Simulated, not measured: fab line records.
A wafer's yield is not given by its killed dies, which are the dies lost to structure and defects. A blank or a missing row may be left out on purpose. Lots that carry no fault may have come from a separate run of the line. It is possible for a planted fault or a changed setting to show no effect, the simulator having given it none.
fab line records ; flow nandHarc
record lots=13; wafers=39; lastDay=24
route steps=1159 shown A_M1@1047 HYBRID_BOND@1099 THIN_TSV@1103 END@1159
lots that met no fault: from a run of the same line without faults
startH: hours from the record's opening day to when the first of the lot's shown wafers began ; waitH: hours elapsed since this lot's preceding step ; " same as the row above ; L1.1+2: a single row standing in for several wafers ; - value missing, or start not given ; * or withheld: withheld ; < > ~ a bound
route shown NAME@n: names a module that has steps shown in the file, with the first one's number in the route ; usual: mean and standard deviation over wafers with no fault ; same: alike in all rows ; chamber/n: place in a boat ; sites: readings site by site ; _std_site: the values' standard deviation ; _edge_site: the outer-site mean with the inner-site mean subtracted ; radiusMm: for every site, how far away it sits from the centre of the wafer ; mask NAME#n: copy n ; behind: the last tool/chamber to shape the wafer ; hold: reason for holding the lot/hours on hold/outcome of the hold ; device: the transistor (n, p or np) that didn't switch ; end of line: tests run on the same wafers once the route is complete ; step lacking rows: just its recipe ; killed: dies lost to structure and defects at the first sort, not the wafer's yield ; map: a wafer's dies, x killed, . not, _ none there
set.NAME: the run value of the setting; set.NAME@STEP: its run value at that earlier step ; model.NAME: the simulator's own value behind a step, which no gauge read
a sample of lots followed through the steps of the route, with each step as a table and each wafer as a row
services: when a tool's chamber went out of use (startH, in hours from the record's first day, below 0 if earlier), for how many hours, and the reason
## steps
# step NHARC_A_M1_PRE_CLEAN_30
# recipe timeS=30; tempC=280; gas=H2/He
# usual heaterPowerW=421/36
lot.wafer;tool;chamber;startH;waitH;heaterPowerW
L482.2;pvdSputter-03;-;397.31;-;442
L482.4;pvdSputter-03;-;397.31;-;455
L482.6;pvdSputter-03;-;397.31;-;434
L483.1;pvdSputter-03;-;407.71;-;456
L483.3;pvdSputter-03;-;407.71;-;435
L483.6;pvdSputter-03;-;407.71;-;405
L484.2;pvdSputter-03;-;408.44;-;426
L484.1;pvdSputter-03;-;408.44;-;405
L484.6;pvdSputter-03;-;408.44;-;439
L487.1;pvdSputter-02;-;415.78;-;357
L487.4;pvdSputter-02;-;415.78;-;410
L487.6;pvdSputter-02;-;415.78;-;350
L485.4;pvdSputter-02;-;417.82;-;420
L485.2;pvdSputter-02;-;417.82;-;433
L485.5;pvdSputter-02;-;417.82;-;427
L486.1;pvdSputter-01;-;434.86;-;439
L486.6;pvdSputter-01;-;434.86;-;433
L486.5;pvdSputter-01;-;434.86;-;352
L494.2;pvdSputter-03;-;468.45;-;430
L494.1;pvdSputter-03;-;468.45;-;451
L494.5;pvdSputter-03;-;468.45;-;411
L493.2;pvdSputter-03;-;497.71;-;434
L493.3;pvdSputter-03;-;497.71;-;419
L493.5;pvdSputter-03;-;497.71;-;430
L496.1;pvdSputter-01;-;498.33;-;378
L496.3;pvdSputter-01;-;498.33;-;452
L496.6;pvdSputter-01;-;498.33;-;358
L497.2;pvdSputter-02;-;499.25;-;355
L497.6;pvdSputter-02;-;499.25;-;433
L497.5;pvdSputter-02;-;499.25;-;417
L500.4;pvdSputter-01;-;507.85;-;431
L500.2;pvdSputter-01;-;507.85;-;361
L500.6;pvdSputter-01;-;507.85;-;353
L502.2;pvdSputter-01;-;525.48;-;362
L502.5;pvdSputter-01;-;525.48;-;362
L502.6;pvdSputter-01;-;525.48;-;422
L505.3;pvdSputter-02;-;541.27;-;444
L505.4;pvdSputter-02;-;541.27;-;418
L505.6;pvdSputter-02;-;541.27;-;429
# step NHARC_HYBRID_BOND_OVL_MEAS_05
# usual overlayXNm=-2/32; overlayYNm=2/33
lot.wafer;tool;chamber;startH;waitH;overlayXNm;overlayYNm
L482.2;overlay-01;-;413.99;0.4;-4;-55
L482.4;overlay-01;-;413.99;0.4;-14;-19
L482.6;overlay-01;-;413.99;0.4;-10;-39
L484.1;overlay-02;-;428.69;0.4;-37;-8
L484.2;overlay-02;-;428.69;0.4;-13;-34
L484.6;overlay-02;-;428.69;0.4;-60;15
L483.1;overlay-01;-;428.69;0.4;0;-2
L483.3;overlay-01;-;428.69;0.4;35;9
L483.6;overlay-01;-;428.69;0.4;-1;13
L487.1;overlay-01;-;428.71;0.4;-46;-48
L487.4;overlay-01;-;428.71;0.4;-67;7
L487.6;overlay-01;-;428.71;0.4;8;-1
L485.2;overlay-01;-;436.81;0.4;-13;2
L485.4;overlay-01;-;436.81;0.4;-63;22
L485.5;overlay-01;-;436.81;0.4;29;-12
L486.1;overlay-02;-;452.40;0.4;-47;16
L486.5;overlay-02;-;452.40;0.4;-12;-29
L486.6;overlay-02;-;452.40;0.4;-14;54
L494.1;overlay-01;-;485.35;0.4;-21;-8
L494.2;overlay-01;-;485.35;0.4;20;-62
L494.5;overlay-01;-;485.35;0.4;-47;23
L496.1;overlay-02;-;513.70;0.4;8;-20
L496.3;overlay-02;-;513.70;0.4;33;-74
L496.6;overlay-02;-;513.70;0.4;14;32
L493.2;overlay-01;-;513.70;0.4;-10;8
L493.3;overlay-01;-;513.70;0.4;15;-37
L493.5;overlay-01;-;513.70;0.4;13;-4
L497.2;overlay-01;-;513.71;0.4;-1;14
L497.5;overlay-01;-;513.71;0.4;41;-1
L497.6;overlay-01;-;513.71;0.4;-58;-43
L500.2;overlay-01;-;522.67;0.4;17;51
L500.4;overlay-01;-;522.67;0.4;-70;49
L500.6;overlay-01;-;522.67;0.4;17;-36
L502.2;overlay-02;-;538.52;0.4;23;23
L502.5;overlay-02;-;538.52;0.4;-16;-8
L502.6;overlay-02;-;538.52;0.4;-3;-47
L505.3;overlay-02;-;556.95;0.4;-4;10
L505.4;overlay-02;-;556.95;0.4;14;-2
L505.6;overlay-02;-;556.95;0.4;6;45
# step NHARC_THIN_TSV_THK_MEAS_02
# recipe thkMeasGauge=ir
# usual thkNm=2945/210
lot.wafer;tool;chamber;startH;waitH;thkNm
L482.2;filmMetro-02;-;415.66;-;2733
L482.4;filmMetro-02;-;415.66;-;2970
L482.6;filmMetro-02;-;415.66;-;2597
L484.1;filmMetro-01;-;430.38;-;3238
L484.2;filmMetro-01;-;430.38;-;3481
L484.6;filmMetro-01;-;430.38;-;3481
L483.1;filmMetro-01;-;431.58;0.2;2933
L483.3;filmMetro-01;-;431.58;0.2;2945
L483.6;filmMetro-01;-;431.58;0.2;3154
L487.1;filmMetro-01;-;432.81;-;2532
L487.4;filmMetro-01;-;432.81;-;2888
L487.6;filmMetro-01;-;432.81;-;2672
L485.2;filmMetro-02;-;438.50;-;3188
L485.4;filmMetro-02;-;438.50;-;3016
L485.5;filmMetro-02;-;438.50;-;2917
L486.1;filmMetro-02;-;454.11;-;2700
L486.5;filmMetro-02;-;454.11;-;2384
L486.6;filmMetro-02;-;454.11;-;2777
L494.1;filmMetro-01;-;488.27;-;3102
L494.2;filmMetro-01;-;488.27;-;3174
L494.5;filmMetro-01;-;488.27;-;2880
L496.1;filmMetro-01;-;515.39;0.2;3286
L496.3;filmMetro-01;-;515.39;0.2;2978
L496.6;filmMetro-01;-;515.39;0.2;3349
L493.2;filmMetro-01;-;516.59;-;3190
L493.3;filmMetro-01;-;516.59;-;2886
L493.5;filmMetro-01;-;516.59;-;2790
L497.2;filmMetro-01;-;517.78;0.2;2705
L497.5;filmMetro-01;-;517.78;0.2;3003
L497.6;filmMetro-01;-;517.78;0.2;2752
L500.2;filmMetro-01;-;526.84;-;2945
L500.4;filmMetro-01;-;526.84;-;2926
L500.6;filmMetro-01;-;526.84;-;2930
L502.2;filmMetro-01;-;541.39;-;3379
L502.5;filmMetro-01;-;541.39;-;3305
L502.6;filmMetro-01;-;541.39;-;3398
L505.3;filmMetro-02;-;558.64;-;2936
L505.4;filmMetro-02;-;558.64;-;3111
L505.6;filmMetro-02;-;558.64;-;3331
# step NHARC_THIN_TSV_DEP_43
# recipe targetThkA=13285; tempC=withheld; pressureTorr=6.5; rfW=900; teosFlowSccm=161.4; flowSccm=2650; targetThkNm=1328.5; gas=O2; material=SiO2
# usual throttleValvePct=16.1/0.4
lot.wafer;tool;chamber;startH;waitH;throttleValvePct
L482.2;pecvd-02;2;415.93;-;16.3
L482.4;pecvd-02;1;415.93;-;16.0
L482.6;pecvd-02;2;415.93;-;16.2
L484.2;pecvd-03;1;430.60;-;15.8
L484.1;pecvd-03;0;430.60;-;16.4
L484.6;pecvd-03;1;430.60;-;15.8
L483.3;pecvd-02;2;431.85;-;16.6
L483.1;pecvd-02;0;431.85;-;15.8
L483.6;pecvd-02;0;431.85;-;15.8
L487.1;pecvd-03;0;433.10;-;16.3
L487.6;pecvd-03;2;433.10;-;16.6
L487.4;pecvd-03;1;433.10;-;15.7
L485.2;pecvd-01;1;438.76;-;16.3
L485.5;pecvd-01;0;438.76;-;16.1
L485.4;pecvd-01;1;438.76;-;16.1
L486.1;pecvd-03;1;454.42;-;16.0
L486.5;pecvd-03;2;454.42;-;16.5
L486.6;pecvd-03;1;454.42;-;16.0
L494.2;pecvd-02;2;488.49;-;16.3
L494.1;pecvd-02;0;488.49;-;16.0
L494.5;pecvd-02;0;488.49;-;15.9
L496.3;pecvd-02;1;515.62;-;16.0
L496.1;pecvd-02;0;515.62;-;16.1
L496.6;pecvd-02;2;515.62;-;16.6
L493.2;pecvd-01;0;516.85;-;16.5
L493.3;pecvd-01;1;516.85;-;16.2
L493.5;pecvd-01;0;516.85;-;16.4
L497.2;pecvd-01;2;518.05;-;15.3
L497.6;pecvd-01;2;518.05;-;15.4
L497.5;pecvd-01;0;518.05;-;16.2
L500.2;pecvd-01;1;527.06;-;16.3
L500.6;pecvd-01;1;527.06;-;16.4
L500.4;pecvd-01;2;527.06;-;15.3
L502.2;pecvd-02;1;541.61;-;15.8
L502.5;pecvd-02;1;541.61;-;15.7
L502.6;pecvd-02;0;541.61;-;15.6
L505.3;pecvd-01;1;558.92;-;16.6
L505.6;pecvd-01;0;558.92;-;16.4
L505.4;pecvd-01;2;558.92;-;15.5
# step NHARC_END_SORT_01
# recipe tempC=25
# usual defectLimitedYield=95.7/1.2; killedAtArray=25/7.8; killedAtOther=0.6/0.81; killedAtPeriphery=3.3/2.2; killedDies=29/8.2; killedOpen=3.5/1.9; killedShort=1.8/1.3; sort_bin_2_pct=1.3/0.5; sort_bin_3_pct=0.23/0.21; sort_bin_4_pct=2.8/0.9; sortNPass=648/8.2; sortRimYieldPct=94.3/2.8; sortYieldPct=95.7/1.2
# same grossDies=677; sort_bin_5_pct[%]=0; sort_bin_6_pct[%]=0; sort_bin_7_pct[%]=0; sort_bin_8_pct[%]=0; sortRimNGross=106.00
lot.wafer;tool;chamber;startH;waitH;defectLimitedYield[%];killedAtArray;killedAtOther;killedAtPeriphery;killedDies;killedOpen;killedShort;sort_bin_2_pct[%];sort_bin_3_pct[%];sort_bin_4_pct[%];sortNPass;sortRimYieldPct[%];sortYieldPct[%]
L487.1;prober-02;0;446.22;2.5;96.0;26;0;1;27;3;0;1.2;0;2.8;650;92.5;96.0
L487.4;prober-02;0;448.62;3.4;96.6;18;0;5;23;4;0;1.2;0.15;2.1;654;91.5;96.6
L487.6;prober-02;0;450.22;4.0;96.8;19;1;2;22;1;1;0.4;0;2.8;655;94.3;96.8
L486.1;prober-02;0;471.25;2.5;94.4;35;0;3;38;6;1;1.6;0.15;3.8;639;92.5;94.4
L486.5;prober-02;0;474.44;3.7;95.0;33;1;0;34;4;1;1.5;0.15;3.4;643;88.7;95.0
L486.6;prober-02;0;475.24;4.0;93.8;38;3;1;42;2;2;1.5;0.44;4.3;635;95.3;93.8
L494.1;prober-02;0;505.90;2.5;95.6;25;0;5;30;6;1;1.6;0;2.8;647;99.1;95.6
L494.2;prober-02;0;506.70;2.8;96.9;19;0;2;21;2;2;1.0;0;2.1;656;96.2;96.9
L494.5;prober-02;0;509.10;3.7;84.3;105;0;1;106;5;2;5.6;2.81;7.2;571;97.2;84.3
L496.1;prober-01;0;531.28;2.5;97.3;14;3;1;18;4;0;0.9;0.30;1.5;659;96.2;97.3
L496.3;prober-01;0;532.86;3.1;97.0;18;0;2;20;1;2;1.2;0;1.8;657;98.1;97.0
L496.6;prober-01;0;535.23;4.0;97.2;14;2;3;19;3;2;1.2;0.15;1.5;658;100.0;97.2
L493.2;prober-02;0;532.05;2.8;93.5;38;3;3;44;3;1;1.3;0.59;4.6;633;89.6;93.5
L493.3;prober-02;0;532.84;3.1;83.8;109;0;1;110;4;5;7.4;2.66;6.2;567;92.5;83.8
L493.5;prober-02;0;534.44;3.7;93.9;36;3;2;41;2;1;1.8;1.18;3.1;636;89.6;93.9
L502.2;prober-02;0;557.80;2.8;94.8;31;1;3;35;2;5;1.5;0.30;3.4;642;95.3;94.8
L502.5;prober-02;0;560.19;3.7;95.4;26;0;5;31;4;1;1.2;0.15;3.2;646;90.6;95.4
L502.6;prober-02;0;560.99;4.0;95.9;26;0;2;28;2;2;1.8;0.30;2.1;649;91.5;95.9
L505.3;prober-01;0;576.06;3.1;95.3;25;0;7;32;4;0;1.5;0.30;3.0;645;91.5;95.3
L505.4;prober-01;0;576.86;3.4;94.4;31;0;7;38;3;2;1.3;0.30;4.0;639;98.1;94.4
L505.6;prober-01;0;578.45;4.0;95.7;22;0;7;29;2;2;1.2;0.30;2.8;648;95.3;95.7
# killed by level:class
L487.1 A_CHANNEL_HOLE_D1:chamberFilmFlake=16 A_STAIRCASE:chamberFilmFlake=4 A_SGD_CUT:chamberFilmFlake=3 P_M0:geometricParticle:open=1 A_CHANNEL_FILL_D1:geometricParticle:open=1 A_M0:geometricParticle:open=1 A_ZERO_WELL:chamberFilmFlake=1
L487.4 A_CHANNEL_HOLE_D1:chamberFilmFlake=11 P_STI:chamberFilmFlake=2 A_ZERO_WELL:chamberFilmFlake=2 P_CONTACT:geometricParticle:open=1 A_ONON_D1:geometricParticle:open=1 A_SGD_CUT:geometricParticle:open=1 A_BLC:geometricParticle:open=1 P_ZERO_WELL:chamberFilmFlake=1
L487.6 A_CHANNEL_HOLE_D1:chamberFilmFlake=10 A_ZERO_WELL:chamberFilmFlake=3 A_SGD_CUT:chamberFilmFlake=3 P_CONTACT:geometricParticle:open=1 A_WL_FILL:geometricParticle:short=1 P_CONTACT:chamberFilmFlake=1 A_STAIRCASE:chamberFilmFlake=1 A_CONTACT:chamberFilmFlake=1
L486.1 A_SLIT:chamberFilmFlake=13 A_CHANNEL_HOLE_D1:chamberFilmFlake=8 A_CONTACT:chamberFilmFlake=6 A_STAIRCASE:chamberFilmFlake=2 A_WL_FILL:chamberFilmFlake=2 P_STI:geometricParticle:open=1 P_GATE:geometricParticle:open=1 P_M0:geometricParticle:open=1
L486.5 A_SLIT:chamberFilmFlake=13 A_CHANNEL_HOLE_D1:chamberFilmFlake=8 A_CONTACT:chamberFilmFlake=4 A_STAIRCASE:chamberFilmFlake=3 A_CONTACT:geometricParticle:open=2 A_ONON_D1:geometricParticle:open=1 A_WL_FILL:geometricParticle:short=1 A_WL_FILL:geometricParticle:open=1
L486.6 A_CHANNEL_HOLE_D1:chamberFilmFlake=14 A_SLIT:chamberFilmFlake=9 A_CONTACT:chamberFilmFlake=9 THIN_TSV:chamberFilmFlake=3 A_WL_FILL:chamberFilmFlake=2 P_CONTACT:geometricParticle:open=1 A_WL_FILL:geometricParticle:short=1 A_CONTACT:geometricParticle:short=1
L494.1 A_SLIT:chamberFilmFlake=9 A_CHANNEL_HOLE_D1:chamberFilmFlake=5 P_CONTACT:geometricParticle:open=2 P_GATE:chamberFilmFlake=2 A_ZERO_WELL:chamberFilmFlake=2 A_STAIRCASE:chamberFilmFlake=2 A_CONTACT:chamberFilmFlake=2 P_CONTACT:geometricParticle:short=1
L494.2 A_SLIT:chamberFilmFlake=10 A_CONTACT:chamberFilmFlake=5 A_CHANNEL_HOLE_D1:chamberFilmFlake=2 P_CONTACT:geometricParticle:short=1 P_M0:geometricParticle:short=1 A_CHANNEL_HOLE_D1:geometricParticle:open=1 A_SGD_CUT:geometricParticle:open=1
L494.5 A_M1:unspecified=73 A_SLIT:chamberFilmFlake=13 A_CONTACT:chamberFilmFlake=6 A_CHANNEL_HOLE_D1:chamberFilmFlake=3 A_STAIRCASE:chamberFilmFlake=3 A_M0:geometricParticle:open=2 A_M0:geometricParticle:short=2 P_CONTACT:geometricParticle:open=1
L496.1 A_CONTACT:chamberFilmFlake=5 A_CHANNEL_HOLE_D1:chamberFilmFlake=4 THIN_TSV:chamberFilmFlake=3 A_BLC:geometricParticle:open=2 A_WL_FILL:geometricParticle:open=1 A_CONTACT:geometricParticle:open=1 P_GATE:chamberFilmFlake=1 A_STAIRCASE:chamberFilmFlake=1
L493.2 A_CHANNEL_HOLE_D1:chamberFilmFlake=14 A_SLIT:chamberFilmFlake=10 A_CONTACT:chamberFilmFlake=9 A_CHANNEL_FILL_D1:chamberFilmFlake=3 THIN_TSV:chamberFilmFlake=3 P_GATE:geometricParticle:open=1 P_CONTACT:geometricParticle:open=1 A_WL_FILL:geometricParticle:short=1
L493.3 A_M1:unspecified=70 A_CHANNEL_HOLE_D1:chamberFilmFlake=13 A_SLIT:chamberFilmFlake=12 A_CHANNEL_FILL_D1:chamberFilmFlake=3 A_CONTACT:chamberFilmFlake=3 A_CHANNEL_FILL_D1:geometricParticle:short=2 A_WL_FILL:geometricParticle:short=2 P_M0:geometricParticle:open=1
L496.3 A_CHANNEL_HOLE_D1:chamberFilmFlake=8 A_CONTACT:chamberFilmFlake=7 P_GATE:geometricParticle:short=1 P_M1:geometricParticle:open=1 A_M1:geometricParticle:short=1 A_ZERO_WELL:chamberFilmFlake=1 A_SLIT:chamberFilmFlake=1
L493.5 A_CHANNEL_HOLE_D1:chamberFilmFlake=19 A_SLIT:chamberFilmFlake=10 A_CONTACT:chamberFilmFlake=4 THIN_TSV:chamberFilmFlake=2 P_M1:geometricParticle:open=1 A_CONTACT:geometricParticle:open=1 STARTING-WAFER:geometricParticle:short=1 P_M1:chamberFilmFlake=1
L496.6 A_CHANNEL_HOLE_D1:chamberFilmFlake=6 A_CONTACT:chamberFilmFlake=4 THIN_TSV:chamberFilmFlake=2 P_M0:geometricParticle:open=1 P_M0:geometricParticle:short=1 A_SGD_CUT:geometricParticle:open=1 A_WL_FILL:geometricParticle:short=1 A_CONTACT:geometricParticle:open=1
L502.2 A_CHANNEL_HOLE_D1:chamberFilmFlake=16 A_CONTACT:chamberFilmFlake=4 A_CHANNEL_FILL_D1:geometricParticle:short=3 A_BLC:chamberFilmFlake=3 A_WL_FILL:geometricParticle:short=2 P_M0:chamberFilmFlake=2 A_CHANNEL_FILL_D1:geometricParticle:open=1 A_WL_FILL:geometricParticle:open=1
L502.5 A_CHANNEL_HOLE_D1:chamberFilmFlake=16 A_CONTACT:chamberFilmFlake=3 P_M0:geometricParticle:open=2 P_M0:chamberFilmFlake=2 A_BLC:chamberFilmFlake=2 A_ONON_D1:geometricParticle:open=1 A_CHANNEL_FILL_D1:geometricParticle:short=1 A_WL_FILL:geometricParticle:open=1
L502.6 A_CHANNEL_HOLE_D1:chamberFilmFlake=16 A_STAIRCASE:chamberFilmFlake=4 A_CONTACT:chamberFilmFlake=3 P_GATE:geometricParticle:open=1 P_M0:geometricParticle:open=1 A_WL_FILL:geometricParticle:short=1 A_CONTACT:geometricParticle:short=1 A_BLC:chamberFilmFlake=1
L505.3 A_CHANNEL_HOLE_D1:chamberFilmFlake=6 A_STAIRCASE:chamberFilmFlake=6 A_M1:chamberFilmFlake=5 A_CONTACT:chamberFilmFlake=5 P_STI:chamberFilmFlake=4 P_CONTACT:geometricParticle:open=2 A_CONTACT:geometricParticle:open=1 A_BLC:geometricParticle:open=1
L505.4 A_CHANNEL_HOLE_D1:chamberFilmFlake=13 A_CONTACT:chamberFilmFlake=8 P_STI:chamberFilmFlake=4 A_STAIRCASE:chamberFilmFlake=3 A_M1:chamberFilmFlake=3 A_CONTACT:geometricParticle:short=2 P_GATE:geometricParticle:open=1 P_CONTACT:geometricParticle:open=1
L505.6 A_CHANNEL_HOLE_D1:chamberFilmFlake=11 P_STI:chamberFilmFlake=7 A_CONTACT:chamberFilmFlake=2 A_M1:chamberFilmFlake=2 A_CHANNEL_FILL_D1:geometricParticle:open=1 A_SGD_CUT:geometricParticle:short=1 A_SGD_CUT:geometricParticle:open=1 A_CONTACT:geometricParticle:short=1
## services
tool;chamber;startH;hours;kind
pvdSputter-02;-;383.73;4.8;repair
pvdSputter-01;-;385.01;40.5;repair
pvdSputter-02;-;393.79;10.0;pm
pecvd-01;-;395.33;1.6;repair
pecvd-01;-;418.24;13.0;pm
pecvd-01;0;418.24;13.0;ventCycle
pecvd-01;1;418.24;13.0;ventCycle
pecvd-01;2;418.24;13.0;ventCycle
pecvd-01;0;431.24;-;clean
pecvd-01;1;431.24;-;clean
pecvd-01;2;431.24;-;clean
pecvd-02;0;438.09;21.0;repair
pvdSputter-03;-;458.00;10.0;pm
pecvd-03;-;473.00;13.0;pm
pvdSputter-01;-;474.85;2.0;repair
pecvd-02;2;507.66;4.1;repair
pvdSputter-03;-;510.81;0.7;repair
pvdSputter-01;-;515.14;10.0;pm
pecvd-02;-;516.20;13.0;pm
pecvd-02;0;516.20;13.0;ventCycle
pecvd-02;1;516.20;13.0;ventCycle
pecvd-02;2;516.20;13.0;ventCycle
pecvd-02;0;529.20;-;clean
pvdSputter-03;-;548.03;0.8;repair
## key
firstSign step=NHARC_END_SORT_01; reading=killedAtArray; direction=up; sigmas=10; usual=25; struck=107
effect step=NHARC_END_SORT_01; reading=killedDies; direction=up; sigmas=9.6; usual=29; struck=108
moreKillsBornAt NHARC_A_M1_PRE_CLEAN_30@pvdSputter-03=143
metAt NHARC_A_M1_PRE_CLEAN_30
struckLots L493,L494
struckWafers L493.3,L494.5
notActingAt NHARC_HYBRID_BOND_OVL_MEAS_05,NHARC_THIN_TSV_THK_MEAS_02,NHARC_THIN_TSV_DEP_43
onsetBetween 408.44 468.45
fault kind=chamberParticleSource; tool=pvdSputter-03; chamber=-; onsetH=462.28; steps=NHARC_A_M1_PRE_CLEAN_30; ratePerVisitCm2=0.51291; endH=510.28; scope=struckWafersOnly
